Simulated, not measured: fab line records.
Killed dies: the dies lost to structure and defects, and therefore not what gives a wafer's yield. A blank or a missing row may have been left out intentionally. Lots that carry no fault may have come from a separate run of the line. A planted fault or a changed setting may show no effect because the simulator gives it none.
fab line records	flow n5Finfet
record lots=9	wafers=27	lastDay=17
route steps=1938 shown BEOL_M1@753 BEOL_M4@1111
lots with no fault: from the same line, run without faults
startH: hours from the record's first day to the start of the lot's first wafer shown	waitH: time in hours since the lot's previous step	" the same as in the row above	L1.1+2: one row covering several wafers at once	- value missing, or start not given	* or withheld: withheld	< > ~ a bound
route shown NAME@n: names a module that has steps shown in the file, with the first one's number in the route	usual: the fault-free wafers' mean and standard deviation	same: alike in all rows	chamber/n: place in a boat	sites: the reading at each site	_std_site: standard deviation of those values	_edge_site: inner sites' mean taken away from outer sites' mean	radiusMm: how far each site lies from the wafer's centre	mask NAME#n: copy n	behind: the tool/chamber that last shaped the wafer	hold: what put the lot on hold/how long, in hours/how the hold closed	device: transistor that didn't switch, given as n, p or np	end of line: at the end of the route, the tests of the same wafers	step lacking rows: just its recipe	killed: dies that structure and defects cost at the first sort, which is not the same as the wafer's yield	map: a wafer's dies, marking killed ones x, the rest . and places with no die _
set.NAME: setting as actually run; set.NAME@STEP: the setting as run at that earlier step	model.NAME: the simulator's own value behind a step, which no gauge read
one table for each step of the route and one row for each wafer, over a sample of lots
services: the hour from which a tool's chamber was out of use, counted from the record's first day as startH (under 0 if before that day), plus the number of hours and why
## steps
# step N5_BEOL_M1_PECVD_72
# recipe material=SiO2	targetThkA=160	tempC=400	precursor=TEOS/O2	pressureTorr=5.5	rfW=450	teosFlowSccm=53.8	gas=O2	flowSccm=3000	timeS=18
# usual heaterPowerW=670/75	showerheadPlenumPTorr=8.79/0.053	throttleValvePct=22.3/0.94
lot.wafer	tool	chamber	startH	waitH	heaterPowerW	showerheadPlenumPTorr	throttleValvePct
L464.1	pecvd-02	2	130.05	0.0	557	8.74	20.2
L464.3	"	0	"	"	794	8.79	22.9
L464.5	"	1	"	"	639	8.90	22.1
L465.1	pecvd-03	0	136.81	0.0	626	8.74	22.7
L465.4	"	0	"	"	625	8.77	23.0
L465.6	"	2	"	"	694	8.82	21.6
L474.1	pecvd-03	1	187.13	0.0	761	8.85	22.3
L474.4	"	1	"	"	756	8.85	22.4
L474.5	"	0	"	"	691	8.72	22.8
L478.2	pecvd-04	0	216.64	0.0	663	8.74	22.8
L478.3	"	1	"	"	615	8.73	22.7
L478.5	"	0	"	"	644	8.75	22.5
L480.3	pecvd-02	2	227.14	0.0	634	8.71	20.5
L480.4	"	1	"	"	606	8.88	21.9
L480.6	"	2	"	"	624	8.73	20.5
L483.2	pecvd-04	0	242.28	0.0	624	8.75	22.6
L483.3	"	1	"	"	720	8.71	22.9
L483.4	"	2	"	"	562	8.76	19.7
L484.1	pecvd-03	1	246.10	0.0	683	8.86	22.2
L484.4	"	1	"	"	690	8.84	22.3
L484.5	"	0	"	"	670	8.75	23.0
L485.1	pecvd-02	0	255.51	0.0	887	8.77	23.3
L485.2	"	1	"	"	587	8.88	22.0
L485.6	"	2	"	"	629	8.76	20.3
L486.1	pecvd-02	2	257.83	0.0	538	8.74	20.3
L486.3	"	0	"	"	866	8.74	23.6
L486.5	"	1	"	"	605	8.89	22.0
# step N5_BEOL_M1_ANNEAL_82
# recipe tempC=400	timeS=240	ambient=vacuum
# usual heaterPowerW=881/120
lot.wafer	tool	chamber	startH	waitH	heaterPowerW
L464.1	pvdSputter-01	-	140.60	0.0	656
L464.3	"	-	"	"	848
L464.5	"	-	"	"	1088
L465.1	pvdSputter-03	-	143.35	0.0	781
L465.4	"	-	"	"	893
L465.6	"	-	"	"	780
L474.1	pvdSputter-02	-	195.59	0.0	811
L474.4	"	-	"	"	839
L474.5	"	-	"	"	985
L478.2	pvdSputter-01	-	222.93	0.0	1070
L478.3	"	-	"	"	824
L478.5	"	-	"	"	634
L480.3	pvdSputter-01	-	233.73	0.0	826
L480.4	"	-	"	"	816
L480.6	"	-	"	"	1079
L483.2	pvdSputter-02	-	248.12	0.0	1028
L483.3	"	-	"	"	785
L483.4	"	-	"	"	799
L484.1	pvdSputter-02	-	251.10	0.0	1047
L484.4	"	-	"	"	820
L484.5	"	-	"	"	817
L485.1	pvdSputter-02	-	263.25	0.0	816
L485.2	"	-	"	"	1028
L485.6	"	-	"	"	1043
L486.1	pvdSputter-01	-	264.73	0.0	821
L486.3	"	-	"	"	1100
L486.5	"	-	"	"	814
# step N5_BEOL_M1_SPUTTER_86
# recipe material=Cu	targetThkA=45	tempC=-20	chamberPressurePa=0.07	powerW=withheld	timeS=8.29
# usual substrateTempC=-19.99/0.096	throttleValvePct=30.4/0.85
lot.wafer	tool	chamber	startH	waitH	substrateTempC	throttleValvePct
L464.1	pvdSputter-01	-	140.74	0.1	-20.07	30.3
L464.3	"	-	"	"	-19.83	30.4
L464.5	"	-	"	"	-19.97	31.4
L465.1	pvdSputter-03	-	143.49	0.1	-19.96	30.0
L465.4	"	-	"	"	-20.13	29.6
L465.6	"	-	"	"	-19.97	29.5
L474.1	pvdSputter-02	-	195.73	0.1	-19.89	29.6
L474.4	"	-	"	"	-20.09	31.5
L474.5	"	-	"	"	-19.83	29.8
L478.2	pvdSputter-01	-	223.07	0.1	-19.98	30.9
L478.3	"	-	"	"	-19.99	30.2
L478.5	"	-	"	"	-20.02	30.5
L480.3	pvdSputter-01	-	233.87	0.1	-19.95	30.5
L480.4	"	-	"	"	-19.94	32.0
L480.6	"	-	"	"	-20.02	31.4
L483.2	pvdSputter-02	-	248.26	0.1	-20.20	29.7
L483.3	"	-	"	"	-20.05	29.6
L483.4	"	-	"	"	-19.98	31.6
L484.1	pvdSputter-02	-	251.24	0.1	-19.94	30.3
L484.4	"	-	"	"	-19.77	31.6
L484.5	"	-	"	"	-19.84	31.5
L485.1	pvdSputter-02	-	263.39	0.1	-19.96	29.4
L485.2	"	-	"	"	-20.16	30.7
L485.6	"	-	"	"	-19.99	30.2
L486.1	pvdSputter-01	-	264.87	0.1	-20.02	32.0
L486.3	"	-	"	"	-19.98	31.4
L486.5	"	-	"	"	-20.12	32.0
# step N5_BEOL_M1_ANNEAL_87
# recipe tempC=400	timeS=240	ambient=vacuum
# usual heaterPowerW=883/120
lot.wafer	tool	chamber	startH	waitH	heaterPowerW
L464.1	pvdSputter-01	-	140.82	0.0	655
L464.3	"	-	"	"	826
L464.5	"	-	"	"	1082
L465.1	pvdSputter-03	-	143.57	0.0	769
L465.4	"	-	"	"	897
L465.6	"	-	"	"	785
L474.1	pvdSputter-02	-	195.81	0.0	811
L474.4	"	-	"	"	812
L474.5	"	-	"	"	1009
L478.2	pvdSputter-01	-	223.15	0.0	1053
L478.3	"	-	"	"	836
L478.5	"	-	"	"	658
L480.3	pvdSputter-01	-	233.95	0.0	861
L480.4	"	-	"	"	791
L480.6	"	-	"	"	1107
L483.2	pvdSputter-02	-	248.34	0.0	1022
L483.3	"	-	"	"	799
L483.4	"	-	"	"	791
L484.1	pvdSputter-02	-	251.32	0.0	1038
L484.4	"	-	"	"	804
L484.5	"	-	"	"	827
L485.1	pvdSputter-02	-	263.47	0.0	807
L485.2	"	-	"	"	1015
L485.6	"	-	"	"	1022
L486.1	pvdSputter-01	-	264.95	0.0	805
L486.3	"	-	"	"	1088
L486.5	"	-	"	"	798
# step N5_BEOL_M1_CMP_52
# recipe stopOn=SiOC	tOverpolishS=6.8	downForcePsi=1	platenRpm=50	clearingPlatenDownForcePsi=1.5	clearingPlatenRpm=50	postCmpClean=cuAlkaline	targetThkNm=40	clearingPlatenPadVelocityMS=0.99484	padVelocityMS=0.99484
# usual barrierFieldEndpointS=24.9/0.56	motorCurrentA=6.2/0.64	platenRpm=50.001/0.03	slurryFilterDpKPa=13.51/0.14
lot.wafer	tool	chamber	startH	waitH	barrierFieldEndpointS	motorCurrentA	platenRpm	slurryFilterDpKPa
L464.3	cmp-04	3	142.59	0.3	25.0	6.7	49.957	13.42
L464.1	"	0	"	"	25.3	5.2	49.984	13.47
L464.5	"	2	"	"	24.8	5.9	50.012	13.45
L465.4	cmp-04	1	145.16	0.2	25.0	6.4	50.022	13.50
L465.1	"	2	"	"	24.4	5.7	49.988	13.41
L465.6	"	0	"	"	25.2	5.0	49.986	13.63
L474.1	cmp-04	1	197.36	0.3	23.0	6.6	50.024	13.73
L474.4	"	2	"	"	23.0	5.7	50.043	13.55
L474.5	"	0	"	"	25.2	5.4	49.989	13.37
L478.2	cmp-02	0	224.70	0.2	24.9	6.1	50.053	13.27
L478.3	"	2	"	"	25.1	5.9	49.991	13.33
L478.5	"	0	"	"	25.5	5.9	50.021	13.69
L480.4	cmp-04	3	235.74	0.1	25.1	7.0	50.013	13.47
L480.3	"	2	"	"	24.8	5.6	50.000	13.40
L480.6	"	3	"	"	25.4	7.1	50.018	13.39
L483.2	cmp-02	3	249.90	0.3	25.7	6.5	50.029	13.51
L483.4	"	0	"	"	25.3	6.4	50.028	13.39
L483.3	"	1	"	"	23.9	6.0	50.062	13.42
L484.4	cmp-04	3	252.91	0.2	24.0	7.0	50.010	13.37
L484.1	"	0	"	"	24.8	5.4	50.005	13.64
L484.5	"	2	"	"	24.8	5.7	49.993	13.69
L485.1	cmp-01	3	265.07	0.3	24.1	7.3	49.964	13.33
L485.2	"	1	"	"	24.4	5.3	49.948	13.46
L485.6	"	2	"	"	25.8	7.6	50.033	13.48
L486.1	cmp-01	3	266.47	0.3	25.0	6.8	49.979	13.20
L486.3	"	1	"	"	24.6	5.0	49.986	13.21
L486.5	"	3	"	"	25.1	7.3	50.003	13.47
# step N5_BEOL_M4_RC_MEAS_101
# usual DIBL_N=36.3/1.7	DIBL_P=36.5/1.8	IOFF_N=0.16/0.033	IOFF_P=0.21/0.037	ION_N=675/11	ION_P=462/7.9	SS_N=71.6/0.64	SS_P=73.3/0.68	VT_N=249/3.3	VT_P=-250/3.3
lot.wafer	tool	chamber	startH	waitH	DIBL_N[mV/V]	DIBL_P[mV/V]	IOFF_N[nA/um]	IOFF_P[nA/um]	ION_N[uA/um]	ION_P[uA/um]	SS_N[mV/dec]	SS_P[mV/dec]	VT_N[mV]	VT_P[mV]
L465.1	prober-01	0	175.39	0.0	37.0	37.9	0.16	0.23	674	464	71.5	73.7	249	-251
L465.4	"	0	"	"	35.9	36.4	0.14	0.22	669	461	71.1	73.5	251	-250
L465.6	"	0	"	"	36.4	36.4	0.14	0.21	675	471	71.3	73.1	251	-250
L464.1	prober-02	0	179.55	0.0	33.6	34.1	0.14	0.21	673	467	71.1	73.2	248	-248
L464.3	"	0	"	"	36.4	37.0	0.18	0.25	679	468	72.3	73.4	250	-249
L464.5	"	0	"	"	35.8	36.4	0.17	0.24	676	467	71.8	73.1	249	-246
L474.1	prober-01	0	225.25	0.0	35.8	36.3	0.16	0.20	684	464	71.3	72.9	249	-251
L474.4	"	0	"	"	35.6	34.7	0.15	0.17	666	450	71.1	72.7	249	-253
L474.5	"	0	"	"	34.2	33.9	0.13	0.17	657	448	71.1	72.1	251	-253
L478.2	prober-02	0	256.66	0.2	37.0	36.3	0.17	0.24	677	463	71.6	73.4	249	-248
L478.3	"	0	"	"	38.1	37.1	0.19	0.24	675	462	72.2	73.7	248	-246
L478.5	"	0	"	"	39.1	38.9	0.21	0.27	686	465	72.7	73.8	248	-248
L480.3	prober-02	0	264.16	0.3	37.3	35.4	0.16	0.22	675	466	71.4	72.8	247	-246
L480.4	"	0	"	"	35.6	34.2	0.15	0.22	703	481	71.4	72.5	246	-244
L480.6	"	0	"	"	35.4	34.3	0.14	0.21	677	469	71.2	72.8	249	-245
L483.2	prober-02	0	288.09	0.2	33.4	33.1	0.13	0.17	682	465	71.4	72.7	251	-254
L483.3	"	0	"	"	35.3	34.8	0.16	0.19	677	462	71.3	73.6	247	-251
L483.4	"	0	"	"	34.3	33.9	0.14	0.18	672	459	71.9	73.2	250	-252
L484.1	prober-02	0	291.64	0.0	40.0	40.9	0.28	0.27	717	475	72.9	74.6	241	-250
L484.4	"	0	"	"	38.2	38.7	0.23	0.24	695	461	73.1	74.5	242	-249
L484.5	"	0	"	"	37.6	37.9	0.21	0.22	687	459	71.7	73.4	245	-251
L486.1	prober-01	0	298.10	0.0	33.2	33.6	0.12	0.16	669	452	71.2	72.4	252	-256
L486.3	"	0	"	"	36.3	37.7	0.18	0.21	678	461	71.9	74.4	248	-250
L486.5	"	0	"	"	36.8	38.6	0.19	0.22	677	458	72.1	74.3	246	-253
L485.1	prober-02	0	298.18	0.0	36.2	35.1	0.14	0.17	662	447	71.2	73.8	253	-251
L485.2	"	0	"	"	37.3	36.3	0.16	0.18	677	458	72.1	73.9	249	-254
L485.6	"	0	"	"	37.5	37.0	0.16	0.20	673	458	71.5	74.2	247	-253
## services
tool	chamber	startH	hours	kind
cmp-02	-	111.91	0.3	repair
cmp-02	-	119.22	4.0	pm
pvdSputter-03	-	121.68	0.6	repair
cmp-01	-	121.79	5.5	pm
cmp-02	-	123.22	-	consumableReplace:conditioner
cmp-02	-	123.22	-	consumableReplace:pad
pvdSputter-02	-	124.42	3.5	repair
cmp-04	-	131.04	0.9	repair
pecvd-02	-	136.08	14.6	pm
pecvd-03	-	141.25	0.5	repair
cmp-02	-	152.72	2.9	repair
pecvd-02	0	153.68	4.6	repair
pecvd-03	0	160.72	5.5	scheduledDown
pecvd-04	1	163.50	5.5	scheduledDown
pecvd-02	1	192.94	5.5	scheduledDown
cmp-01	-	193.40	0.3	repair
pecvd-04	2	202.38	-	clean
pecvd-04	2	202.38	-	consumableReplace:showerhead
pecvd-04	2	202.38	29.0	scheduledDown
cmp-01	-	221.20	4.0	pm
pecvd-03	2	237.15	4.5	repair
cmp-04	-	239.30	0.7	repair
cmp-01	-	247.09	14.3	pm
cmp-04	-	262.37	5.8	repair
## key
firstSign step=N5_BEOL_M1_CMP_52	reading=barrierFieldEndpointS	direction=down	sigmas=3.4	usual=24.9	struck=23.0
effect none on later readings
metAt N5_BEOL_M1_PECVD_72
struckLots L474
struckWafers L474.1,L474.4
notActingAt N5_BEOL_M1_ANNEAL_82,N5_BEOL_M1_SPUTTER_86,N5_BEOL_M1_ANNEAL_87
onsetBetween 136.81 187.13
fault kind=processParameterDrift	tool=pecvd-03	chamber=-	onsetH=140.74	steps=N5_BEOL_M1_PECVD_72	channel=timeS	offset=*	shape=step	endH=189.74	scope=struckWafersOnly	actsIn=*	stated=*
